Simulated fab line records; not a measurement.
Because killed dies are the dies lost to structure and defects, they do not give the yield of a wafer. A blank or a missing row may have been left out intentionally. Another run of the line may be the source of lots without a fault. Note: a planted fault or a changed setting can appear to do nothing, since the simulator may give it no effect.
Matching of chambers -- flow nand_harc -- NHARC_A_DECK1_JOINT_ETCHBACK_07 on rie_si-01: 4 sister chambers
The step etches the open film in HBr, target depth 105 nm, time 26.9 s. 14 wafers are shown with their chamber, then 7 later ones without.

## WAFERS PAIRED WITH THEIR CHAMBERS
wafer,chamber,drypump_motor_current_A (A),oes_product_au (a.u.),throttle_valve_pct (%)
L078.1,0,5.5,1.014,23.263
L078.3,2,4.8,1.007,23.277
L078.5,0,5.5,1.013,23.262
L080.4,2,4.8,1.013,23.263
L080.5,3,5.7,1.018,23.261
L080.6,2,4.8,1.016,23.273
L081.1,0,5.5,1.013,23.257
L081.4,2,4.8,1.001,23.246
L081.5,1,5.2,1.006,23.273
L086.1,1,5.1,1.003,23.277
L086.3,2,4.8,0.995,23.264
L086.5,1,5.2,0.998,23.267
L090.2,2,4.8,0.994,23.271
L090.3,0,5.5,1.014,23.268

SIGNATURES, as means of the wafers listed above
reading,chamber 0,chamber 1,chamber 2,chamber 3,scatter within a chamber
drypump_motor_current_A,5.500,5.167,4.800,5.700,0.0258
oes_product_au,1.01350,1.00233,1.00433,1.01800,0.00676
throttle_valve_pct,23.26250,23.27233,23.26567,23.26100,0.00848
Rule: distance of a wafer from a chamber = root of the sum over the readings of ((wafer's reading minus chamber's mean) / reading's scatter) squared. If the next closest chamber is less than 2 further off than the closest, the wafer can't be placed; otherwise it belongs to the closest. The scatter: take each reading less its chamber's mean, square it, sum over the shown wafers, divide by the number of wafers less the number of chambers, and take the root.

## WAFERS WITHOUT THEIR CHAMBER
wafer,drypump_motor_current_A (A),oes_product_au (a.u.),throttle_valve_pct (%)
L090.6,4.8,0.997,23.271
L093.2,5.5,1.023,23.276
L093.4,5.7,1.040,23.284
L093.6,4.8,1.008,23.279
L097.2,5.7,1.017,23.267
L097.3,4.8,0.997,23.270
L097.5,5.5,1.021,23.252

## WHICH CHAMBER EACH WENT THROUGH
wafer,from the rows above,in truth
L090.6,2,2
L093.2,0,0
L093.4,3,3
L093.6,2,2
L097.2,3,3
L097.3,2,2
L097.5,0,0
Placed correctly: 7 of 7. From these rows, 0 cannot be placed. Wrongly placed: 0.
